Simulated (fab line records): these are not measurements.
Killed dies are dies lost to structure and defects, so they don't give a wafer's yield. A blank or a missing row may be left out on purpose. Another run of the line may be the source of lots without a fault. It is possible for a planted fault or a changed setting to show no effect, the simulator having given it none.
Comparing a struck lot with a sound one -- flow n5-finfet -- 15 steps out of a route of 1938
Sound: these wafers, L318.1, L318.2, L318.5. Struck: wafers L332.1, L332.5. (L332.2 of the same lot was not struck and is left out.) The cause comes at the end.
Order at every step that has rows: each side's tool, ch and its chambers, its first start. Under that, the readings that differ: sound wafers -- struck wafers -- difference of the means -- sigmas: that difference in standard deviations of wafers without a fault.
alike: a reading whose means differ by less than 2 such deviations, as well as words and numbers matching on both sides. not compared: withheld readings; readings where some wafer has no value; bounds like >300 that might hide an equal value; numbers whose values overlap and for which the record gives no deviation.
The two part at a step that has a row with sigmas, a row that says differs or no value, or rows on one side only. When numbers do not overlap yet have no deviation, they are printed without sigmas and do not part them. Lack of a reading on every wafer of one side parts them only where that side has two or more wafers.

first, 1 step without rows for these wafers: N5_BEOL_M6_ALD_77 (deposits TaN, target thk 2 nm, pulse time 2 s, purge time 3 s).
N5_BEOL_M6_SURFACE_TREAT_79:
  sound on pvd-sputter-02, day 9 04:38; struck on pvd-sputter-02, day 12 06:47
  not compared: throttle-valve-pct
then, 1 step without rows for these wafers: N5_BEOL_M6_CVD_78 (deposits Co from CCTBA/H2, target thk 2 nm, time 142.3 s).
N5_BEOL_M6_SPUTTER_48: material Cu, target thk 10 nm, time 1.667 s.
  sound on pvd-sputter-01, day 9 05:00; struck on pvd-sputter-02, day 12 06:58
  alike: bias-v, chuck-gas-flow-sccm, throttle-valve-pct
then, 1 step without rows for these wafers: N5_BEOL_M6_ECD_50 (material Cu, target thk 300 nm).
N5_BEOL_M6_ANNEAL_51: time 90 s.
  sound on rtp-anneal-02 ch 0, day 9 05:17; struck on rtp-anneal-02 ch 0, day 12 07:12
  alike: wafer_temp_C_max
then, 1 step without rows for these wafers: N5_BEOL_M6_CMP_52 (polishes, stops on SiCOH lowk, t overpolish 6.9 s, target thk 80 nm).
N5_BEOL_M6_THK_MEAS_53: measures by xrf.
  sound on film-metro-01, day 9 05:53; struck on film-metro-02, day 12 07:49
  alike: M6_THK
then, 1 step without rows for these wafers: N5_BEOL_M6_PRE_CLEAN_55 (time 15 s).
N5_BEOL_M6_DEP_56: deposits SiCN from 3MS/NH3, target thk 10 nm, time 17.5 s.
  sound on pecvd-04 ch 0,1,2, day 9 05:56; struck on pecvd-01 ch 0,1, day 12 07:53
  alike: showerhead-plenum-p-Torr, throttle-valve-pct
N5_BEOL_M6_RS_MEAS_57: the measuring method here is four-point-probe.
  sound on film-metro-02, day 9 06:01; struck on film-metro-02, day 12 07:56
  alike: M6_RS
N5_BEOL_M6_INSPECT_58: inspects for defects (darkfield).
  sound on defect-inspect-02, day 9 06:02; struck on defect-inspect-01, day 12 07:58
  alike: raw-defect-count
N5_BEOL_M7_ILD_DEP_00: deposits SiCOH lowk from DEMS/porogen, target thk 179.75 nm, time 33.4 s.
  sound on pecvd-01 ch 0,1, day 9 06:05; struck on pecvd-02 ch 1, day 12 08:01
reading,sound,struck,difference,sigmas
susceptor-temp-C (C),300.23 299.95 300.15,297.26 297.43,-2.76,-15
  alike: heater-power-w, showerhead-plenum-p-Torr, throttle-valve-pct
N5_BEOL_M7_CURE_74: cures SiCOH lowk, time 240 s.
  sound on uv-cure-01 ch 0, day 9 06:10; struck on uv-cure-02 ch 0, day 12 08:04
  alike: lamp-power-pct, wafer_temp_C_max
-- here the record skips 4 days between the struck wafers' starts before and after, leaving off in module BEOL_M7 and picking up in module PASSIVATION (first step shown: number 1936 of the route) --
N5_PASSIVATION_PROBE_49:
  sound on prober-02, day 12 14:11; struck on prober-01, day 16 04:36
  alike: defect-limited-yield, killed_at_M0_to_M3, killed_at_M4_up, killed-at-contacts, killed-at-front-end, killed-at-other, killed-dies, killed-open, killed-short, sort_bin_4_leakage, sort_bin_5_function, sort_bin_6_memory, sort_bin_8_speed, sort-n-pass, sort-yield-pct

WHERE THEY PART
Only at N5_BEOL_M7_ILD_DEP_00, within this record. Later steps at which nothing parts them and some readings are alike: N5_BEOL_M7_CURE_74, N5_PASSIVATION_PROBE_49.

WHY: what had been put in by the simulator
pecvd-02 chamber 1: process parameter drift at N5_BEOL_M7_ILD_DEP_00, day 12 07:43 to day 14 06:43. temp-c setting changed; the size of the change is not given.
